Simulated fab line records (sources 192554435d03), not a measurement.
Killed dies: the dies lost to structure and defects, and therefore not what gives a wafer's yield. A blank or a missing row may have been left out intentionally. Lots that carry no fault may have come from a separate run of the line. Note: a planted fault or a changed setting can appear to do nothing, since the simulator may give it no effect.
Split-lot study :: flow n5Finfet :: route with 1938 steps; 7 lots, 21 wafers read

## SPLIT DETAILS
At N5_BEOL_M1_HM_DEP_02 (deposits TiN, target thk 20 nm), the setting targetThkA was moved away from the recipe's 200 angstrom on 10 of the 21 wafers read, by -9.6% to +13.1%. All remaining wafers had this setting at the recipe value.

The reading is taken at the split's own step.

## THE READING
TiN_of_BEOL_M1_HM_DEP_02.thkNm (the simulator's own value, which no gauge read), in nm, at N5_BEOL_M1_HM_DEP_02 (deposits TiN, target thk 20 nm). The file does not state a usual value for it. The 11 wafers here that ran the recipe average 19.7 nm, standard deviation 0.29 nm.

wafer: L078.1
tool, chamber at the split: pvdSputter-01, -
targetThkA as run, angstrom: 200
against the recipe: recipe
TiN_of_BEOL_M1_HM_DEP_02.thkNm, nm: 19.6
against lot-mates on the recipe: -

wafer: L078.4
tool, chamber at the split: pvdSputter-01, -
targetThkA as run, angstrom: 200
against the recipe: recipe
TiN_of_BEOL_M1_HM_DEP_02.thkNm, nm: 20
against lot-mates on the recipe: -

wafer: L078.5
tool, chamber at the split: pvdSputter-01, -
targetThkA as run, angstrom: 200
against the recipe: recipe
TiN_of_BEOL_M1_HM_DEP_02.thkNm, nm: 19.2
against lot-mates on the recipe: -

wafer: L079.1
tool, chamber at the split: pvdSputter-03, -
targetThkA as run, angstrom: 226.3
against the recipe: +13.1%
TiN_of_BEOL_M1_HM_DEP_02.thkNm, nm: 22.6
against lot-mates on the recipe: +2.4

wafer: L079.4
tool, chamber at the split: pvdSputter-03, -
targetThkA as run, angstrom: 226.3
against the recipe: +13.1%
TiN_of_BEOL_M1_HM_DEP_02.thkNm, nm: 22.4
against lot-mates on the recipe: +2.2

wafer: L079.6
tool, chamber at the split: pvdSputter-03, -
targetThkA as run, angstrom: 200
against the recipe: recipe
TiN_of_BEOL_M1_HM_DEP_02.thkNm, nm: 20.2
against lot-mates on the recipe: -

wafer: L082.2
tool, chamber at the split: pvdSputter-03, -
targetThkA as run, angstrom: 180.8
against the recipe: -9.6%
TiN_of_BEOL_M1_HM_DEP_02.thkNm, nm: 17.6
against lot-mates on the recipe: no lot-mate on the recipe

wafer: L082.5
tool, chamber at the split: pvdSputter-03, -
targetThkA as run, angstrom: 180.8
against the recipe: -9.6%
TiN_of_BEOL_M1_HM_DEP_02.thkNm, nm: 17.6
against lot-mates on the recipe: no lot-mate on the recipe

wafer: L082.6
tool, chamber at the split: pvdSputter-03, -
targetThkA as run, angstrom: 180.8
against the recipe: -9.6%
TiN_of_BEOL_M1_HM_DEP_02.thkNm, nm: 18.2
against lot-mates on the recipe: no lot-mate on the recipe

wafer: L084.3
tool, chamber at the split: pvdSputter-01, -
targetThkA as run, angstrom: 209.1
against the recipe: +4.5%
TiN_of_BEOL_M1_HM_DEP_02.thkNm, nm: 21.4
against lot-mates on the recipe: +1.7

wafer: L084.4
tool, chamber at the split: pvdSputter-01, -
targetThkA as run, angstrom: 200
against the recipe: recipe
TiN_of_BEOL_M1_HM_DEP_02.thkNm, nm: 19.8
against lot-mates on the recipe: -

wafer: L084.5
tool, chamber at the split: pvdSputter-01, -
targetThkA as run, angstrom: 200
against the recipe: recipe
TiN_of_BEOL_M1_HM_DEP_02.thkNm, nm: 19.6
against lot-mates on the recipe: -

wafer: L088.3
tool, chamber at the split: pvdSputter-01, -
targetThkA as run, angstrom: 216.2
against the recipe: +8.1%
TiN_of_BEOL_M1_HM_DEP_02.thkNm, nm: 22.2
against lot-mates on the recipe: no lot-mate on the recipe

wafer: L088.5
tool, chamber at the split: pvdSputter-01, -
targetThkA as run, angstrom: 216.2
against the recipe: +8.1%
TiN_of_BEOL_M1_HM_DEP_02.thkNm, nm: 21.4
against lot-mates on the recipe: no lot-mate on the recipe

wafer: L088.6
tool, chamber at the split: pvdSputter-01, -
targetThkA as run, angstrom: 216.2
against the recipe: +8.1%
TiN_of_BEOL_M1_HM_DEP_02.thkNm, nm: 21.6
against lot-mates on the recipe: no lot-mate on the recipe

wafer: L089.2
tool, chamber at the split: pvdSputter-01, -
targetThkA as run, angstrom: 200
against the recipe: recipe
TiN_of_BEOL_M1_HM_DEP_02.thkNm, nm: 19.4
against lot-mates on the recipe: -

wafer: L089.6
tool, chamber at the split: pvdSputter-01, -
targetThkA as run, angstrom: 200
against the recipe: recipe
TiN_of_BEOL_M1_HM_DEP_02.thkNm, nm: 19.4
against lot-mates on the recipe: -

wafer: L089.5
tool, chamber at the split: pvdSputter-01, -
targetThkA as run, angstrom: 200
against the recipe: recipe
TiN_of_BEOL_M1_HM_DEP_02.thkNm, nm: 19.6
against lot-mates on the recipe: -

wafer: L090.1
tool, chamber at the split: pvdSputter-03, -
targetThkA as run, angstrom: 200
against the recipe: recipe
TiN_of_BEOL_M1_HM_DEP_02.thkNm, nm: 19.8
against lot-mates on the recipe: -

wafer: L090.3
tool, chamber at the split: pvdSputter-03, -
targetThkA as run, angstrom: 182.1
against the recipe: -9.0%
TiN_of_BEOL_M1_HM_DEP_02.thkNm, nm: 18.4
against lot-mates on the recipe: -1.5

wafer: L090.4
tool, chamber at the split: pvdSputter-03, -
targetThkA as run, angstrom: 200
against the recipe: recipe
TiN_of_BEOL_M1_HM_DEP_02.thkNm, nm: 20
against lot-mates on the recipe: -

THE FIT
A straight line over all 21 wafers: TiN_of_BEOL_M1_HM_DEP_02.thkNm changes by +0.212 nm for each +1% of targetThkA; r = +0.97; the points scatter about the line by 0.36 nm.
The same after taking each lot's own level away (the mean of its wafers on the recipe; 15 wafers): +0.18 nm for each +1%; r = +0.96; scatter 0.3 nm.
Per that fit: largest targetThkA move, reading shift of 2.4 nm.
The span of the lots' own levels, 19.47 to 20.20 nm, comes to 2.6 times the standard deviation stated above.
Thus the slope moves with the lot-to-lot level: the two fits are different.
Check: +2.44 nm against its lot-mates is what the line predicts for one of the wafers moved furthest among these (+13.1%) when that wafer is left out of the fit. It came out at +2.4 nm against them.

## THESE WAFERS: OTHER SPLITS
Other splits were also applied to these wafers ahead of the reading. Each is held against what the fit with the lots' levels taken away leaves over:
other split on the same wafers: N5_SD_EPI_P_DEVELOP_08 developTimeS
wafers away from the commonest value: 7
r with TiN_of_BEOL_M1_HM_DEP_02.thkNm (lot level and that fit taken away): -0.14

other split on the same wafers: N5_HKMG_FIN_HK_ALD_01 aldCycles
wafers away from the commonest value: 7
r with TiN_of_BEOL_M1_HM_DEP_02.thkNm (lot level and that fit taken away): +0.20

other split on the same wafers: N5_HKMG_FIN_COAT_41 spinRpm
wafers away from the commonest value: 8
r with TiN_of_BEOL_M1_HM_DEP_02.thkNm (lot level and that fit taken away): +0.04

other split on the same wafers: N5_GATE_CUT_COAT_27 spinRpm
wafers away from the commonest value: 6
r with TiN_of_BEOL_M1_HM_DEP_02.thkNm (lot level and that fit taken away): -0.02

other split on the same wafers: N5_GATE_CUT_COAT_07 spinRpm
wafers away from the commonest value: 5
r with TiN_of_BEOL_M1_HM_DEP_02.thkNm (lot level and that fit taken away): -0.68

other split on the same wafers: N5_MOL_CONTACT_COAG_ETCH_124 biasW
wafers away from the commonest value: 10
r with TiN_of_BEOL_M1_HM_DEP_02.thkNm (lot level and that fit taken away): -0.01

other split on the same wafers: N5_BEOL_M0_CUTY_COAT_51 spinRpm
wafers away from the commonest value: 10
r with TiN_of_BEOL_M1_HM_DEP_02.thkNm (lot level and that fit taken away): +0.07

other split on the same wafers: N5_BEOL_M0_CUTY_ETCH_63 sourceW
wafers away from the commonest value: 6
r with TiN_of_BEOL_M1_HM_DEP_02.thkNm (lot level and that fit taken away): -0.36

## THE FILE'S OWN FIT
TiN_of_BEOL_M1_HM_DEP_02.thkNm changes by +0.188 nm for each +1% of targetThkA, r = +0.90.
